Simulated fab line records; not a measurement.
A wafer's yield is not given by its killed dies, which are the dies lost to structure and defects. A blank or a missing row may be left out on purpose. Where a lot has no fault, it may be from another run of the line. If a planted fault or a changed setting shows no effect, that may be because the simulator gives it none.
Split-lot experiment -- flow n5-finfet -- 7 lots, 21 wafers read, on a route of 1938 steps

SPLIT DETAILS
At N5_BEOL_M4_ETCH_70 (etches SOC in N2/H2, target depth 80 nm, overetch 24 nm, time 130 s), the setting bias-w was moved away from the recipe's 150 W on 9 of the 21 wafers read, by -15.3% to -8.9%. All remaining wafers had this setting at the recipe value.

The reading comes from the split's own step.

THE READING
rf-vpp-V, in V, at N5_BEOL_M4_ETCH_70 (etches SOC in N2/H2, target depth 80 nm, overetch 24 nm, time 130 s). A value of 524.0 V with a standard deviation of 2.6 V is what fault-free wafers of this fab line usually give.

wafer,"tool, chamber at the split","bias-w as run, W",against the recipe,"rf-vpp-V, V",against lot-mates on the recipe
L075.4,"rie-diel-05, 3",136.7,-8.9%,497.1,-28.0
L075.5,"rie-diel-05, 1",136.7,-8.9%,493.7,-31.4
L075.6,"rie-diel-05, 0",150,recipe,525.1,-
L076.2,"rie-diel-05, 1",150,recipe,521.7,-
L076.3,"rie-diel-05, 3",150,recipe,525.8,-
L076.5,"rie-diel-05, 1",150,recipe,521.7,-
L077.2,"rie-diel-03, 3",150,recipe,525.7,-
L077.3,"rie-diel-03, 0",150,recipe,521.6,-
L077.6,"rie-diel-03, 1",150,recipe,523.8,-
L080.2,"rie-diel-05, 1",150,recipe,522.8,-
L080.3,"rie-diel-05, 3",150,recipe,527.2,-
L080.5,"rie-diel-05, 3",133.2,-11.2%,488.9,-36.1
L087.1,"rie-diel-03, 3",132.3,-11.8%,483.9,-37.6
L087.3,"rie-diel-03, 0",132.3,-11.8%,480.8,-40.7
L087.4,"rie-diel-03, 1",150,recipe,521.5,-
L092.4,"rie-diel-04, 0",150,recipe,520.7,-
L092.5,"rie-diel-04, 1",127.1,-15.3%,474.8,-45.9
L092.6,"rie-diel-04, 2",127.1,-15.3%,475.8,-44.9
L097.1,"rie-diel-03, 3",150,recipe,522.8,-
L097.4,"rie-diel-03, 2",133.5,-11.0%,485.6,-37.2
L097.6,"rie-diel-03, 2",133.5,-11.0%,484.9,-37.9

FIT RESULTS
A straight line over all 21 wafers: rf-vpp-V changes by +3.27 V for each +1% of bias-w; r = +0.99; the points scatter about the line by 2.2 V.
The same after taking each lot's own level away (the mean of its wafers on the recipe; 21 wafers): +3.18 V for each +1%; r = +0.99; scatter 2.1 V.
The reading moves by 49 V for the largest change in bias-w, on that fit.
From 520.70 to 525.10 V: that is the span of the lots' own levels, equal to 1.7 times the standard deviation above.
The two slopes agree, so the slope changes little with the lot-to-lot level.
Check: -49.5 V against its lot-mates is what the line predicts for one of the wafers moved furthest among these (-15.3%) when that wafer is left out of the fit. Against them it came out at -45.9 V.
Tool readings at the split's step, against how far the setting was moved: rf-vpp-V r = +0.99.

ADDITIONAL SPLITS CARRIED BY THESE WAFERS
These wafers also went through other splits before the reading. Each is held against what the fit with the lots' levels taken away leaves over:
other split on the same wafers,wafers away from the commonest value,r with rf-vpp-V (lot level and that fit taken away)
N5_BEOL_M0_TRENCH_ETCH_107 target-depth-a,7,-0.46
N5_BEOL_M2_DESCUM_16 time-s,7,+0.15
N5_BEOL_M2_COAT_67 spin-rpm,8,+0.18
N5_BEOL_M3_TRENCH_ETCH_37 time-s,7,-0.26

THE FILE'S OWN FIT
rf-vpp-V changes by +3.21 V for each +1% of bias-w, r = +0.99.
